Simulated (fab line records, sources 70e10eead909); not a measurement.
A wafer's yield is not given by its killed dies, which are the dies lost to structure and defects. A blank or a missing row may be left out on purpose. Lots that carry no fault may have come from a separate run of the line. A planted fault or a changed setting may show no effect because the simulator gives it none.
Which tool was responsible? -- flow nand-harc -- Sampling: 24 lots, 72 wafers, 6 of 1302 route steps

WHAT THE GAUGES READ, wafer by wafer
No reading from a measuring or inspecting step in the record can be judged against a usual standard deviation.

WHICH TOOL RAN EACH LOT (tool, then ch and the chambers of the sampled wafers, then the start)
lot,NHARC_A_M0_CMP_23,NHARC_A_M0_PRE_CLEAN_31,NHARC_A_M1_PVD_20,NHARC_A_M1_PVD_21,NHARC_A_M1_ANNEAL_31,NHARC_A_M1_PRE_CLEAN_32
L075,"cmp-03 ch 1,2,3, day 23 03:29","pecvd-03 ch 0,1, day 23 03:59","pvd-sputter-02, day 23 07:17 or earlier","pvd-sputter-02, day 23 07:17 or earlier","rtp-anneal-02 ch 0, day 23 07:17","pecvd-03 ch 0,1,2, day 23 08:11"
L074,"cmp-03 ch 1,2,3, day 23 06:35","pecvd-02 ch 1,2, day 23 07:08","pvd-sputter-03, day 23 10:27 or earlier","pvd-sputter-03, day 23 10:27 or earlier","rtp-anneal-02 ch 0, day 23 10:27","pecvd-03 ch 0,2, day 23 11:19"
L076,"cmp-02 ch 1,2,3, day 24 06:06","pecvd-04 ch 1,2, day 24 06:38","pvd-sputter-01, day 24 10:04 or earlier","pvd-sputter-01, day 24 10:04 or earlier","rtp-anneal-01 ch 0, day 24 10:04","pecvd-02 ch 0,2, day 24 10:56"
L077,"cmp-03 ch 0,1,2, day 24 07:30","pecvd-02 ch 0,1, day 24 08:02","pvd-sputter-02, day 24 11:31 or earlier","pvd-sputter-02, day 24 11:31 or earlier","rtp-anneal-02 ch 0, day 24 11:31","pecvd-02 ch 1,2, day 24 12:22"
L078,"cmp-04 ch 0,3, day 24 12:17","pecvd-03 ch 0,2, day 24 12:51","pvd-sputter-03, day 24 16:20 or earlier","pvd-sputter-03, day 24 16:20 or earlier","rtp-anneal-01 ch 0, day 24 16:20","pecvd-04 ch 0,1,2, day 24 17:10"
L080,"cmp-02 ch 0,2, day 24 16:58","pecvd-03 ch 0,2, day 24 17:29","pvd-sputter-01, day 24 20:46 or earlier","pvd-sputter-01, day 24 20:46 or earlier","rtp-anneal-01 ch 0, day 24 20:46","pecvd-03 ch 1,2, day 24 21:39"
L079,"cmp-03 ch 1,2, day 26 02:06","pecvd-02 ch 0,1, day 26 02:38","pvd-sputter-01, day 26 05:58 or earlier","pvd-sputter-01, day 26 05:58 or earlier","rtp-anneal-01 ch 0, day 26 05:58","pecvd-02 ch 0,1,2, day 26 06:52"
L084,"cmp-04 ch 0,1, day 26 09:34","pecvd-02 ch 0,1,2, day 26 10:08","pvd-sputter-02, day 26 13:29 or earlier","pvd-sputter-02, day 26 13:29 or earlier","rtp-anneal-02 ch 0, day 26 13:29","pecvd-03 ch 0,2, day 26 14:17"
L081,"cmp-04 ch 0,1,2, day 26 17:37","pecvd-03 ch 1,2, day 26 18:05","pvd-sputter-02, day 26 21:27 or earlier","pvd-sputter-02, day 26 21:27 or earlier","rtp-anneal-01 ch 0, day 26 21:27","pecvd-02 ch 0,2, day 26 22:19"
L082,"cmp-02 ch 0,2,3, day 26 19:31","pecvd-03 ch 1,2, day 26 20:04","pvd-sputter-03, day 26 23:16 or earlier","pvd-sputter-03, day 26 23:16 or earlier","rtp-anneal-02 ch 0, day 26 23:16","pecvd-04 ch 0,1,2, day 27 00:12"
L083,"cmp-03 ch 0,2,3, day 27 00:02","pecvd-04 ch 0,2, day 27 00:33","pvd-sputter-01, day 27 03:49 or earlier","pvd-sputter-01, day 27 03:49 or earlier","rtp-anneal-01 ch 0, day 27 03:49","pecvd-02 ch 1,2, day 27 04:43"
L086,"cmp-02 ch 0,2, day 27 16:32","pecvd-02 ch 1,2, day 27 17:05","pvd-sputter-03, day 27 20:23 or earlier","pvd-sputter-03, day 27 20:23 or earlier","rtp-anneal-02 ch 0, day 27 20:23","pecvd-03 ch 0,1,2, day 27 21:18"
L085,"cmp-03 ch 1,2,3, day 27 22:02","pecvd-04 ch 0,1,2, day 27 22:34","pvd-sputter-01, day 28 01:51 or earlier","pvd-sputter-01, day 28 01:51 or earlier","rtp-anneal-02 ch 0, day 28 01:51","pecvd-02 ch 0,1,2, day 28 02:44"
L088,"cmp-02 ch 0,1,2, day 28 11:13","pecvd-03 ch 0,1,2, day 28 11:46","pvd-sputter-03, day 28 15:18 or earlier","pvd-sputter-03, day 28 15:18 or earlier","rtp-anneal-02 ch 0, day 28 15:18","pecvd-02 ch 0,1,2, day 28 16:13"
L087,"cmp-03 ch 1,2, day 28 13:20","pecvd-02 ch 0,1, day 28 13:54","pvd-sputter-01, day 28 17:14 or earlier","pvd-sputter-01, day 28 17:14 or earlier","rtp-anneal-02 ch 0, day 28 17:14","pecvd-03 ch 0,1, day 28 18:05"
L089,"cmp-03 ch 0,1,3, day 29 07:19","pecvd-03 ch 0,2, day 29 07:48","pvd-sputter-01, day 29 11:07 or earlier","pvd-sputter-01, day 29 11:07 or earlier","rtp-anneal-02 ch 0, day 29 11:07","pecvd-02 ch 0,1,2, day 29 12:02"
L091,"cmp-03 ch 0,1,2, day 29 15:34","pecvd-03 ch 0,1,2, day 29 16:02","pvd-sputter-02, day 29 19:13 or earlier","pvd-sputter-02, day 29 19:13 or earlier","rtp-anneal-02 ch 0, day 29 19:13","pecvd-04 ch 0,1,2, day 29 20:07"
L092,"cmp-03 ch 1,2, day 29 17:31","pecvd-02 ch 0,1,2, day 29 18:02","pvd-sputter-03, day 29 22:54 or earlier","pvd-sputter-03, day 29 22:54 or earlier","rtp-anneal-02 ch 0, day 29 22:54","pecvd-03 ch 0,1,2, day 29 23:47"
L090,"cmp-03 ch 1,3, day 29 19:08","pecvd-02 ch 0,1,2, day 29 19:44","pvd-sputter-03, day 29 23:19 or earlier","pvd-sputter-03, day 29 23:19 or earlier","rtp-anneal-01 ch 0, day 29 23:19","pecvd-04 ch 0,1, day 30 00:07"
L093,"cmp-03 ch 0,1,3, day 30 09:20","pecvd-04 ch 0,2, day 30 09:50","pvd-sputter-02, day 30 13:01 or earlier","pvd-sputter-02, day 30 13:01 or earlier","rtp-anneal-02 ch 0, day 30 13:01","pecvd-03 ch 1,2, day 30 13:55"
L094,"cmp-04 ch 0,1,2, day 31 14:52","pecvd-04 ch 1,2, day 31 15:24","pvd-sputter-02, day 31 18:37 or earlier","pvd-sputter-02, day 31 18:37 or earlier","rtp-anneal-02 ch 0, day 31 18:37","pecvd-04 ch 0,1,2, day 31 19:31"
L096,"cmp-02 ch 0,2,3, day 31 21:04","pecvd-02 ch 0,1,2, day 31 21:38","pvd-sputter-01, day 32 01:00 or earlier","pvd-sputter-01, day 32 01:00 or earlier","rtp-anneal-01 ch 0, day 32 01:00","pecvd-04 ch 0,1,2, day 32 01:47"
L095,"cmp-02 ch 1,2,3, day 32 05:48","pecvd-04 ch 0,1,2, day 32 06:21","pvd-sputter-02, day 32 09:38 or earlier","pvd-sputter-02, day 32 09:38 or earlier","rtp-anneal-01 ch 0, day 32 09:38","pecvd-02 ch 0,1,2, day 32 10:34"
L097,"cmp-04 ch 0,1, day 32 23:58","pecvd-04 ch 0,2, day 33 00:30","pvd-sputter-02, day 33 03:40 or earlier","pvd-sputter-02, day 33 03:40 or earlier","rtp-anneal-01 ch 0, day 33 03:40","pecvd-04 ch 0,1, day 33 04:34"
- NHARC_A_M0_CMP_23: polishes, t overpolish 20 s, target thk 113.75 nm.
- NHARC_A_M0_PRE_CLEAN_31: time 12 s.
- NHARC_A_M1_PVD_20: deposits TaN, target thk 5 nm, time 8.06 s.
- NHARC_A_M1_PVD_21: deposits Cu, target thk 30 nm, time 20.49 s.
- NHARC_A_M1_ANNEAL_31: time 90 s.
- NHARC_A_M1_PRE_CLEAN_32: time 12 s.

AS READ BY THE TOOLS THEMSELVES (means over the sampled wafers that have a number; for cases with no such wafer, the mark the record gives instead)
NHARC_A_M0_CMP_23. Usual: motor-current-A 12.2 A, standard deviation 1.6; slurry-filter-dp-kPa 13.50 kPa, standard deviation 0.15; time-to-endpoint-s 28.7 s, standard deviation 2.4.
lot,tool,motor-current-A (A),slurry-filter-dp-kPa (kPa),time-to-endpoint-s (s),flag
L075,cmp-03,13.1,13.50,29.8,
L074,cmp-03,13.1,13.66,28.3,
L076,cmp-02,11.5,13.62,30.0,
L077,cmp-03,11.9,13.51,30.4,
L078,cmp-04,14.9,13.58,26.2,
L080,cmp-02,11.3,13.57,30.5,
L079,cmp-03,12.0,13.34,28.4,
L084,cmp-04,11.9,13.57,27.8,
L081,cmp-04,11.1,13.50,28.7,
L082,cmp-02,11.8,13.43,31.9,
L083,cmp-03,13.2,13.54,31.8,
L086,cmp-02,11.9,13.61,29.1,
L085,cmp-03,13.1,13.53,30.5,
L088,cmp-02,11.3,13.46,25.3,
L087,cmp-03,12.4,13.50,31.0,
L089,cmp-03,12.0,13.35,27.2,
L091,cmp-03,12.2,13.49,27.8,
L092,cmp-03,12.7,13.59,25.8,
L090,cmp-03,12.7,13.47,29.0,
L093,cmp-03,12.4,13.36,28.5,
L094,cmp-04,10.9,13.49,29.2,
L096,cmp-02,12.5,13.45,27.5,
L095,cmp-02,11.6,13.55,28.8,
L097,cmp-04,11.0,13.42,28.8,

NHARC_A_M0_PRE_CLEAN_31. Usual: heater-power-w 639 W, standard deviation 52; susceptor-temp-C 370.01 C, standard deviation 0.19.
lot,tool,heater-power-w (W),susceptor-temp-C (C),flag
L075,pecvd-03,629,369.75,
L074,pecvd-02,638,370.02,
L076,pecvd-04,642,370.02,
L077,pecvd-02,594,370.27,
L078,pecvd-03,675,370.02,
L080,pecvd-03,594,369.94,
L079,pecvd-02,628,370.09,
L084,pecvd-02,625,370.08,
L081,pecvd-03,682,370.05,
L082,pecvd-03,665,370.00,
L083,pecvd-04,668,369.93,
L086,pecvd-02,618,370.19,
L085,pecvd-04,627,370.07,
L088,pecvd-03,676,369.98,
L087,pecvd-02,630,370.14,
L089,pecvd-03,647,369.95,
L091,pecvd-03,652,370.07,
L092,pecvd-02,615,369.79,
L090,pecvd-02,619,370.12,
L093,pecvd-04,620,370.04,
L094,pecvd-04,610,370.09,
L096,pecvd-02,630,370.05,
L095,pecvd-04,666,369.91,
L097,pecvd-04,639,370.06,

NHARC_A_M1_PVD_20. Usual: substrate-temp-c 49.99 C, standard deviation 0.11; throttle-valve-pct 30.4 %, standard deviation 1.2.
lot,tool,substrate-temp-c (C),throttle-valve-pct (%),flag
L075,pvd-sputter-02,49.97,32.0,
L074,pvd-sputter-03,49.97,31.4,
L076,pvd-sputter-01,49.95,30.5,
L077,pvd-sputter-02,49.97,31.9,
L078,pvd-sputter-03,49.95,30.8,
L080,pvd-sputter-01,49.90,29.2,
L079,pvd-sputter-01,50.11,29.3,
L084,pvd-sputter-02,49.95,31.1,
L081,pvd-sputter-02,49.97,31.5,
L082,pvd-sputter-03,50.04,28.8,
L083,pvd-sputter-01,50.07,29.9,
L086,pvd-sputter-03,50.02,29.7,
L085,pvd-sputter-01,50.02,29.7,
L088,pvd-sputter-03,50.05,29.7,
L087,pvd-sputter-01,50.04,29.3,
L089,pvd-sputter-01,49.96,29.1,
L091,pvd-sputter-02,50.01,31.7,
L092,pvd-sputter-03,50.04,29.7,
L090,pvd-sputter-03,49.94,29.3,
L093,pvd-sputter-02,49.99,31.5,
L094,pvd-sputter-02,49.96,30.9,
L096,pvd-sputter-01,49.94,29.7,
L095,pvd-sputter-02,49.92,31.4,
L097,pvd-sputter-02,49.94,31.1,

NHARC_A_M1_PVD_21. Usual: substrate-temp-c 30.00 C, standard deviation 0.11; throttle-valve-pct 30.4 %, standard deviation 1.2.
lot,tool,substrate-temp-c (C),throttle-valve-pct (%),flag
L075,pvd-sputter-02,30.16,30.9,
L074,pvd-sputter-03,29.97,29.7,
L076,pvd-sputter-01,30.05,30.5,
L077,pvd-sputter-02,30.00,31.0,
L078,pvd-sputter-03,29.98,30.3,
L080,pvd-sputter-01,29.88,30.0,
L079,pvd-sputter-01,29.98,29.5,
L084,pvd-sputter-02,29.89,31.0,
L081,pvd-sputter-02,30.09,31.0,
L082,pvd-sputter-03,29.90,30.1,
L083,pvd-sputter-01,30.03,30.1,
L086,pvd-sputter-03,29.96,30.6,
L085,pvd-sputter-01,30.02,29.6,
L088,pvd-sputter-03,30.01,30.3,
L087,pvd-sputter-01,29.96,29.2,
L089,pvd-sputter-01,30.05,29.7,
L091,pvd-sputter-02,30.00,31.3,
L092,pvd-sputter-03,29.92,31.0,
L090,pvd-sputter-03,29.99,31.3,
L093,pvd-sputter-02,29.92,31.3,
L094,pvd-sputter-02,30.12,31.0,
L096,pvd-sputter-01,29.90,30.3,
L095,pvd-sputter-02,29.99,31.3,
L097,pvd-sputter-02,29.98,31.1,

NHARC_A_M1_ANNEAL_31. Usual: wafer_temp_C_max reads 225.72 (standard deviation 0.23).
lot,tool,wafer_temp_C_max,flag
L075,rtp-anneal-02,225.59,
L074,rtp-anneal-02,225.80,
L076,rtp-anneal-01,225.71,
L077,rtp-anneal-02,225.77,
L078,rtp-anneal-01,225.82,
L080,rtp-anneal-01,225.93,
L079,rtp-anneal-01,225.68,
L084,rtp-anneal-02,225.86,
L081,rtp-anneal-01,226.08,
L082,rtp-anneal-02,225.51,
L083,rtp-anneal-01,225.73,
L086,rtp-anneal-02,225.67,
L085,rtp-anneal-02,225.70,
L088,rtp-anneal-02,225.50,
L087,rtp-anneal-02,225.77,
L089,rtp-anneal-02,225.61,
L091,rtp-anneal-02,225.72,
L092,rtp-anneal-02,225.72,
L090,rtp-anneal-01,225.78,
L093,rtp-anneal-02,225.53,
L094,rtp-anneal-02,225.50,
L096,rtp-anneal-01,225.94,
L095,rtp-anneal-01,226.03,
L097,rtp-anneal-01,225.93,

NHARC_A_M1_PRE_CLEAN_32. Usual: heater-power-w 638 W, standard deviation 68; susceptor-temp-C 369.98 C, standard deviation 0.23.
lot,tool,heater-power-w (W),susceptor-temp-C (C),flag
L075,pecvd-03,649,369.86,
L074,pecvd-03,676,370.10,
L076,pecvd-02,663,370.06,
L077,pecvd-02,679,369.97,
L078,pecvd-04,587,369.81,
L080,pecvd-03,695,369.98,
L079,pecvd-02,633,369.97,
L084,pecvd-03,687,369.84,
L081,pecvd-02,634,369.95,
L082,pecvd-04,639,369.81,
L083,pecvd-02,613,369.96,
L086,pecvd-03,672,369.92,
L085,pecvd-02,649,370.28,
L088,pecvd-02,618,370.08,
L087,pecvd-03,648,370.14,
L089,pecvd-02,568,369.89,
L091,pecvd-04,610,370.08,
L092,pecvd-03,687,369.91,
L090,pecvd-04,662,370.15,
L093,pecvd-03,669,370.12,
L094,pecvd-04,620,370.12,
L096,pecvd-04,619,369.93,
L095,pecvd-02,611,370.01,
L097,pecvd-04,653,370.20,

THE ANSWER, worked out from the rows above alone
Rule: take the mean of a lot's wafers that have a number; if it is more than 3 standard deviations from the usual mean, the lot is off. A lot without any number at a reading at which 4 lots or more have one is off too. All remaining lots with rows at the step are treated as sound. After the gauges, taken in route order, come the tools' own readings; for these a lot's mean is taken, as printed above. The first step at which some lot is off is used, and at that step the reading that is off furthest; a lot without a number counts as furthest.
None of the lots is off at any reading shown; this tells nothing.

WHAT THE SIMULATOR HAD INSERTED
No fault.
